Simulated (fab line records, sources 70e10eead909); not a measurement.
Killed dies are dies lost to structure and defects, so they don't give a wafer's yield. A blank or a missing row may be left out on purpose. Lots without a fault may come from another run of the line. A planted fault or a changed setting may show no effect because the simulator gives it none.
fab line records | flow nand_harc
record lots=6 wafers=18 last_day=34
route steps=1302 shown A_SLIT@945 A_SIN_REMOVE@947 A_WL_FILL@952 END@1302
lots that met no fault: from a run of the same line without faults
start_h: hours from the record's first day to the start of the lot's first wafer shown | wait_h: hours since the lot's step before | " the same as in the row above | L1.1+2: a row that stands for several wafers | - no value, or no start given | * or withheld: withheld | < > ~ a bound
route shown NAME@n: a module of which the file shows steps, and the number in the route of the first | usual: mean/standard deviation of fault-free wafers | same: alike in all rows | chamber/n: place in a boat | sites: the reading at each site | _std_site: their standard deviation | _edge_site: outer sites' mean less inner sites' | radius_mm: how far each site lies from the wafer's centre | mask NAME#n: copy n | behind: the tool/chamber that last shaped the wafer | hold: why the lot was held/for how many hours/how that ended | device: the transistor (n, p or np) that didn't switch | end of line: the same wafers' tests at the end of the route | a step without rows: its recipe alone | killed: dies lost to structure and defects at the first sort, not the wafer's yield | map: a wafer's dies, x killed, . not, _ none there
set.NAME: the setting as run; set.NAME@STEP: as run at that earlier step | model.NAME: the simulator's own value behind a step, which no gauge read
lots at some steps of the route; a table a step, a row a wafer
services: from which hour (start_h, from the record's first day; less than 0 if before it) a tool's chamber was out of use, for how many hours, and why
## steps
# step NHARC_A_SLIT_SRD_20
# step NHARC_A_SLIT_CD_MEAS_21
# usual cd_nm=289.4/0.92
# columns lot.wafer tool chamber start_h wait_h cd_nm
L386.1 cd_sem-03 - 470.90 - 289.6
L386.2 " - " " 288.8
L386.5 " - " " 288.9
L391.3 cd_sem-03 - 522.60 - 290.0
L391.4 " - " " 288.7
L391.6 " - " " 289.6
L393.3 cd_sem-02 - 552.50 - 290.6
L393.4 " - " " 290.9
L393.5 " - " " 291.3
L400.2 cd_sem-03 - 598.30 - 287.9
L400.3 " - " " 289.5
L400.4 " - " " 288.7
L407.1 cd_sem-01 - 679.81 - 290.4
L407.4 " - " " 290.3
L407.6 " - " " 289.6
L406.1 cd_sem-02 - 683.60 - 289.3
L406.2 " - " " 288.1
L406.4 " - " " 288.7
# step NHARC_A_SIN_REMOVE_WET_00
# recipe temp_c=160 time_s=15300 chemistry=H3PO4
# step NHARC_A_SIN_REMOVE_PRECLEAN_01
# recipe time_s=* temp_c=50 bath_age_min=0 chemistry=SC1
# step NHARC_A_SIN_REMOVE_SRD_02
# step NHARC_A_SIN_REMOVE_INSPECT_04
# usual raw_defect_count=415/110
# columns lot.wafer tool chamber start_h wait_h raw_defect_count
L386.1 defect_inspect-02 - 476.71 0.0 333
L386.2 " - " " 338
L386.5 " - " " 308
L391.3 defect_inspect-02 - 529.24 0.0 418
L391.4 " - " " 521
L391.6 " - " " 485
L393.3 defect_inspect-02 - 559.10 0.0 329
L393.4 " - " " 326
L393.5 " - " " 466
L400.2 defect_inspect-01 - 604.15 0.0 646
L400.3 " - " " 412
L400.4 " - " " 390
L407.1 defect_inspect-01 - 686.42 0.0 279
L407.4 " - " " 221
L407.6 " - " " 389
L406.1 defect_inspect-02 - 690.21 0.0 327
L406.2 " - " " 253
L406.4 " - " " 242
# step NHARC_A_WL_FILL_ALD_00
# recipe target_thk_a=30 pulse_time_s=3 ald_cycles=30 temp_c=300 material=Al2O3
# usual heater_power_w=475/35 precursor_pulse_height_rel=1.001/0.021
# same ald_cycles=30 pulse_time_s=3
# columns lot.wafer tool chamber start_h wait_h heater_power_w precursor_pulse_height_rel
L386.1 ald_hk-02 2 476.99 0.3 476 0.982
L386.2 " 3 " " 476 0.977
L386.5 " 1 " " 496 0.995
L391.3 ald_hk-02 3 529.30 0.1 489 0.989
L391.4 " 0 " " 529 1.035
L391.6 " 0 " " 521 1.002
L393.3 ald_hk-02 2 559.17 0.1 452 1.042
L393.4 " 3 " " 488 0.995
L393.5 " 2 " " 445 0.999
L400.2 ald_hk-04 1 604.22 0.1 428 1.001
L400.3 " 2 " " 503 0.982
L400.4 " 0 " " 481 1.030
L407.1 ald_hk-02 2 686.54 0.1 475 1.025
L407.4 " 3 " " 487 1.029
L407.6 " 0 " " 553 1.009
L406.2 ald_hk-04 0 690.28 0.1 508 0.982
L406.4 " 2 " " 490 0.951
L406.1 " 3 " " 470 1.004
# step NHARC_A_WL_FILL_RTA_01
# recipe temp_c=1000 time_s=5
# usual anneal_temp_c_max=1005.4/1 lamp_power_pct=27.8/1.1 lamp_zone_2_pct=27.8/1.1 lamp_zone_4_pct=27.8/1.1 wafer_temp_C_max=1006.5/1.4
# same time_s=5
# columns lot.wafer tool chamber start_h wait_h anneal_temp_c_max lamp_power_pct lamp_zone_2_pct lamp_zone_4_pct wafer_temp_C_max
L386.1 rtp_anneal-01 0 477.51 - 1005.5 29.0 29.0 29.1 1007.5
L386.2 " 0 " " 1006.2 29.1 29.0 29.1 1007.1
L386.5 " 0 " " 1005.5 29.0 29.1 29.1 1005.2
L391.3 rtp_anneal-02 0 529.62 - 1007.4 26.9 26.9 26.9 1007.1
L391.4 " 0 " " 1006.7 26.9 26.9 26.9 1005.5
L391.6 " 0 " " 1006.4 26.9 26.9 26.9 1005.9
L393.3 rtp_anneal-01 0 559.49 - 1003.6 29.1 29.1 29.0 1006.3
L393.4 " 0 " " 1005.1 29.0 29.0 29.0 1006.1
L393.5 " 0 " " 1006.6 29.1 29.0 29.0 1005.7
L400.2 rtp_anneal-01 0 604.51 - 1006.7 29.1 29.1 29.1 1007.3
L400.3 " 0 " " 1004.7 29.0 29.1 29.1 1007.5
L400.4 " 0 " " 1005.5 29.1 29.1 29.0 1009.6
L407.1 rtp_anneal-02 0 686.74 - 1004.5 26.9 26.9 26.9 1007.6
L407.4 " 0 " " 1005.0 26.9 26.9 26.9 1007.8
L407.6 " 0 " " 1006.0 26.9 26.9 26.8 1006.5
L406.1 rtp_anneal-02 0 690.54 - 1005.4 26.9 26.8 26.8 1008.4
L406.2 " 0 " " 1006.3 26.9 26.9 26.8 1007.0
L406.4 " 0 " " 1005.2 26.9 26.9 26.8 1007.8
# step NHARC_A_WL_FILL_ALD_02
# recipe target_thk_a=20 pulse_time_s=3 ald_cycles=100 temp_c=450 material=TiN
# usual heater_power_w=1013/110 precursor_pulse_height_rel=1.001/0.021
# same ald_cycles=100 pulse_time_s=3
# columns lot.wafer tool chamber start_h wait_h heater_power_w precursor_pulse_height_rel
L386.2 ald_metal-03 0 477.80 0.2 1183 1.034
L386.1 " 1 " " 1005 0.977
L386.5 " 3 " " 853 1.036
L391.4 ald_metal-02 0 529.86 0.2 905 0.990
L391.3 " 1 " " 1118 1.023
L391.6 " 2 " " 934 1.012
L393.3 ald_metal-03 2 559.64 0.1 1019 1.031
L393.4 " 3 " " 865 1.049
L393.5 " 2 " " 1031 1.005
L400.2 ald_metal-02 2 604.70 0.2 937 0.984
L400.4 " 3 " " 994 0.979
L400.3 " 1 " " 1116 0.980
L407.4 ald_metal-01 2 687.00 0.1 1068 1.004
L407.1 " 0 " " 1011 1.012
L407.6 " 2 " " 1108 1.001
L406.2 ald_metal-03 2 690.76 0.2 1014 1.024
L406.1 " 3 " " 822 1.002
L406.4 " 1 " " 958 0.986
# step NHARC_A_WL_FILL_CVD_03
# recipe target_thk_a=400 temp_c=300 pressure_torr=40 wf6_flow_sccm=40 h2_flow_sccm=1600 ar_flow_sccm=1560 time_s=279 material=W
# usual chamber_pressure_Torr=40.01/0.1 heater_power_w=492/70 mfc_ar_sccm=1560/4.6 mfc_wf6_sccm=39.98/0.12 throttle_valve_pct=8.08/0.27
# same time_s=279
# columns lot.wafer tool chamber start_h wait_h chamber_pressure_Torr heater_power_w mfc_ar_sccm mfc_wf6_sccm throttle_valve_pct
L386.2 cvd_w-01 0 478.25 0.1 40.08 430 1564 39.84 7.77
L386.1 " 1 " " 39.92 463 1558 40.02 8.15
L386.5 " 1 " " 39.97 473 1560 40.14 8.20
L391.4 cvd_w-02 1 530.32 0.2 40.11 600 1561 39.76 8.38
L391.3 " 0 " " 40.08 496 1560 40.00 8.27
L391.6 " 1 " " 40.02 603 1560 39.85 8.37
L393.4 cvd_w-01 1 560.19 0.2 39.90 468 1563 39.86 7.89
L393.3 " 0 " " 40.10 422 1555 39.98 7.62
L393.5 " 1 " " 39.95 474 1565 40.04 7.87
L400.2 cvd_w-01 1 605.19 0.1 39.85 469 1559 39.90 7.76
L400.4 " 0 " " 39.81 407 1559 40.13 8.23
L400.3 " 1 " " 40.03 474 1551 40.01 7.65
L407.1 cvd_w-02 1 687.40 0.1 40.09 578 1560 39.92 8.29
L407.4 " 0 " " 39.92 539 1569 40.09 7.90
L407.6 " 0 " " 39.98 534 1561 40.08 8.03
L406.2 cvd_w-02 0 691.19 0.1 40.01 521 1554 40.07 8.10
L406.1 " 1 " " 40.03 614 1561 39.95 8.38
L406.4 " 0 " " 40.08 524 1556 39.96 7.78
# step NHARC_A_WL_FILL_ETCHBACK_04
# recipe target_depth_a=600 time_s=120 chemistry=NF3
# usual drypump_motor_current_A=5.9/0.48 oes_product_au=0.998/0.0098 run_length_s=141.5/0.33
# columns lot.wafer tool chamber start_h wait_h drypump_motor_current_A oes_product_au rf_hours_counter_h run_length_s
L386.2 rie_metal-03 0 478.62 0.3 5.9 0.998 2.2 141.5
L386.1 " 1 " " 5.6 1.005 2.7 142.1
L386.5 " 0 " " 5.9 1.003 - 141.5
L391.3 rie_metal-03 1 530.66 0.2 5.6 0.993 - 141.6
L391.4 " 0 " " 5.9 0.982 - 95.0
L391.6 " 1 " " 5.6 0.992 - 142.2
L393.4 rie_metal-03 0 560.55 0.3 5.9 1.003 - 94.6
L393.3 " 1 " " 5.6 0.992 - 141.7
L393.5 " 1 " " 5.6 0.990 - 142.1
L400.2 rie_metal-01 1 605.60 0.4 6.5 0.994 - 141.5
L400.3 " 1 " " 6.4 0.993 - 140.9
L400.4 " 1 " " 6.4 0.983 - 141.4
L407.1 rie_metal-02 0 687.77 0.3 5.2 0.996 0.7 141.4
L407.4 " 0 " " 5.2 0.997 - 142.0
L407.6 " 0 " " 5.1 0.992 - 141.6
L406.2 rie_metal-03 0 691.56 0.3 5.9 1.001 2.7 141.7
L406.1 " 1 " " 5.6 0.986 3.1 142.3
L406.4 " 1 " " 5.6 0.995 - 141.9
# step NHARC_A_WL_FILL_ETCHBACK_05
# recipe target_depth_a=220 time_s=60 temp_c=40 chemistry=Cl2/BCl3
# usual drypump_motor_current_A=5.9/0.48 oes_product_au=0.997/0.0086 run_length_s=81.5/0.33 temp_c=40.02/0.1
# same time_s=60
# columns lot.wafer tool chamber start_h wait_h drypump_motor_current_A oes_product_au rf_hours_counter_h run_length_s temp_c
L386.1 rie_metal-03 0 478.87 0.2 6.0 0.995 2.4 81.7 39.92
L386.2 " 1 " " 5.5 1.003 2.8 81.6 39.91
L386.5 " 0 " " 5.9 0.992 - 81.4 39.85
L391.4 rie_metal-03 0 530.85 0.1 5.9 0.982 - 81.8 39.95
L391.3 " 1 " " 5.6 0.995 - 81.6 39.92
L391.6 " 0 " " 6.0 0.997 - 81.6 40.03
L393.4 rie_metal-03 0 560.75 0.2 5.9 0.996 - 81.5 39.76
L393.3 " 1 " " 5.6 0.988 - 82.1 39.97
L393.5 " 0 " " 5.9 0.993 - 81.7 39.92
L400.2 rie_metal-01 1 606.12 0.4 6.5 0.995 - 81.3 39.95
L400.3 " 1 " " 6.4 0.990 - 80.9 40.08
L400.4 " 1 " " 6.4 0.987 - 81.5 40.17
L407.1 rie_metal-02 0 688.02 0.2 5.1 1.002 0.9 81.5 39.84
L407.4 " 1 " " 5.7 0.995 - 81.4 40.02
L407.6 " 0 " " 5.2 0.992 - 82.2 39.92
L406.2 rie_metal-03 1 691.80 0.2 5.5 0.991 3.2 81.6 40.07
L406.1 " 0 " " 5.9 0.991 2.8 81.4 39.97
L406.4 " 1 " " 5.5 0.993 - 81.7 40.03
# step NHARC_END_SORT_01
# recipe temp_c=25
# usual killed_at_array=62/22 killed_at_other=1.0/1.4 killed_at_periphery=4.2/2.8 killed_dies=67/23 killed_open=3.1/1.7 killed_short=2.1/1.5
# same gross_dies=677
# columns lot.wafer tool chamber start_h wait_h killed_at_array killed_at_other killed_at_periphery killed_dies killed_open killed_short
L391.4 prober-02 0 630.93 3.4 670 2 5 677 2 0
L393.4 prober-02 0 656.29 3.4 674 1 2 677 2 4
# killed by level:class
L391.4 A_WL_FILL:area_etchback=585 A_CHANNEL_HOLE_D1:chamber_film_flake=35 A_SLIT:chamber_film_flake=29 A_CHANNEL_HOLE_D2:chamber_film_flake=6 A_WL_FILL:chamber_film_flake=6 P_ZERO_WELL:chamber_film_flake=3 A_CHANNEL_FILL_D1:chamber_film_flake=3 A_STAIRCASE:chamber_film_flake=3
L393.4 A_WL_FILL:area_etchback=586 A_SLIT:chamber_film_flake=32 A_CHANNEL_HOLE_D1:chamber_film_flake=29 A_CHANNEL_HOLE_D2:chamber_film_flake=14 A_CONTACT:chamber_film_flake=5 P_ZERO_WELL:chamber_film_flake=2 A_CHANNEL_HOLE_D1:geometric_particle:open=1 A_ONON_D2:geometric_particle:short=1
# map L391.4 (x killed, . not)
____________x____________
_________xxxxxxx_________
_______xxxxxxxxxxx_______
______xxxxxxxxxxxxx______
_____xxxxxxxxxxxxxxx_____
____xxxxxxxxxxxxxxxxx____
____xxxxxxxxxxxxxxxxx____
___xxxxxxxxxxxxxxxxxxx___
___xxxxxxxxxxxxxxxxxxx___
__xxxxxxxxxxxxxxxxxxxxx__
__xxxxxxxxxxxxxxxxxxxxx__
_xxxxxxxxxxxxxxxxxxxxxxx_
_xxxxxxxxxxxxxxxxxxxxxxx_
_xxxxxxxxxxxxxxxxxxxxxxx_
_xxxxxxxxxxxxxxxxxxxxxxx_
_xxxxxxxxxxxxxxxxxxxxxxx_
xxxxxxxxxxxxxxxxxxxxxxxxx
xxxxxxxxxxxxxxxxxxxxxxxxx
xxxxxxxxxxxxxxxxxxxxxxxxx
xxxxxxxxxxxxxxxxxxxxxxxxx
xxxxxxxxxxxxxxxxxxxxxxxxx
_xxxxxxxxxxxxxxxxxxxxxxx_
_xxxxxxxxxxxxxxxxxxxxxxx_
_xxxxxxxxxxxxxxxxxxxxxxx_
_xxxxxxxxxxxxxxxxxxxxxxx_
_xxxxxxxxxxxxxxxxxxxxxxx_
__xxxxxxxxxxxxxxxxxxxxx__
__xxxxxxxxxxxxxxxxxxxxx__
___xxxxxxxxxxxxxxxxxxx___
___xxxxxxxxxxxxxxxxxxx___
____xxxxxxxxxxxxxxxxx____
____xxxxxxxxxxxxxxxxx____
_____xxxxxxxxxxxxxxx_____
______xxxxxxxxxxxxx______
_______xxxxxxxxxxx_______
_________xxxxxxx_________
____________x____________
# map L393.4 (x killed, . not)
____________x____________
_________xxxxxxx_________
_______xxxxxxxxxxx_______
______xxxxxxxxxxxxx______
_____xxxxxxxxxxxxxxx_____
____xxxxxxxxxxxxxxxxx____
____xxxxxxxxxxxxxxxxx____
___xxxxxxxxxxxxxxxxxxx___
___xxxxxxxxxxxxxxxxxxx___
__xxxxxxxxxxxxxxxxxxxxx__
__xxxxxxxxxxxxxxxxxxxxx__
_xxxxxxxxxxxxxxxxxxxxxxx_
_xxxxxxxxxxxxxxxxxxxxxxx_
_xxxxxxxxxxxxxxxxxxxxxxx_
_xxxxxxxxxxxxxxxxxxxxxxx_
_xxxxxxxxxxxxxxxxxxxxxxx_
xxxxxxxxxxxxxxxxxxxxxxxxx
xxxxxxxxxxxxxxxxxxxxxxxxx
xxxxxxxxxxxxxxxxxxxxxxxxx
xxxxxxxxxxxxxxxxxxxxxxxxx
xxxxxxxxxxxxxxxxxxxxxxxxx
_xxxxxxxxxxxxxxxxxxxxxxx_
_xxxxxxxxxxxxxxxxxxxxxxx_
_xxxxxxxxxxxxxxxxxxxxxxx_
_xxxxxxxxxxxxxxxxxxxxxxx_
_xxxxxxxxxxxxxxxxxxxxxxx_
__xxxxxxxxxxxxxxxxxxxxx__
__xxxxxxxxxxxxxxxxxxxxx__
___xxxxxxxxxxxxxxxxxxx___
___xxxxxxxxxxxxxxxxxxx___
____xxxxxxxxxxxxxxxxx____
____xxxxxxxxxxxxxxxxx____
_____xxxxxxxxxxxxxxx_____
______xxxxxxxxxxxxx______
_______xxxxxxxxxxx_______
_________xxxxxxx_________
____________x____________
## services
# columns tool chamber start_h hours kind
rie_metal-02 - 454.00 9.0 pm
ald_metal-03 0 460.72 7.9 repair
ald_metal-03 2 470.50 14.7 repair
ald_metal-02 1 479.05 4.1 repair
cvd_w-01 0 486.21 9.7 repair
rie_metal-03 - 519.00 9.0 pm
ald_hk-02 - 530.90 10.0 pm
ald_metal-02 - 534.39 0.8 repair
ald_metal-02 2 535.21 31.0 repair
cvd_w-01 - 547.00 13.0 pm
ald_metal-02 0 551.80 3.0 repair
ald_metal-03 - 568.00 10.0 pm
rie_metal-01 - 575.00 9.0 pm
rie_metal-01 0 590.30 29.2 repair
rie_metal-02 - 591.83 27.4 repair
cvd_w-02 0 597.91 9.9 repair
ald_metal-02 - 610.00 10.0 pm
ald_hk-04 - 611.65 10.0 pm
cvd_w-02 1 618.89 3.2 repair
rie_metal-02 - 631.00 9.0 pm
cvd_w-02 - 631.60 13.0 pm
rie_metal-03 0 634.11 17.5 repair
ald_metal-03 1 659.10 21.8 repair
ald_metal-03 - 687.83 0.4 repair
## key
first_sign step=NHARC_A_WL_FILL_ETCHBACK_04 reading=run_length_s direction=down sigmas=99+ usual=* struck=*
effect step=NHARC_END_SORT_01 reading=killed_at_array direction=up sigmas=27 usual=62 struck=672
more_kills_born_at NHARC_A_WL_FILL_ETCHBACK_04@rie_metal-03=1171
met_at NHARC_A_WL_FILL_ETCHBACK_04
struck_wafers L391.4,L393.4
later_rows_left_out L391.4,L393.4
tester_left_out L391,L393
onset_between 478.62 530.66
fault kind=process_parameter_drift tool=rie_metal-03 chamber=0 onset_h=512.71 steps=NHARC_A_WL_FILL_ETCHBACK_04 channel=time_s offset=* shape=step end_h=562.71 acts_in=* stated=*
# tester_left_out: of these lots the tester's yield and bins aren't shown, on N5 and GAA mostly nor the transistor test; their killed dies are dies lost to structure and defects alone, not to doping, threshold or leakage, so they don't give the yield
# later_rows_left_out: the simulator's readings of these wafers behind a module that went badly wrong aren't trusted and aren't shown, but for the sort
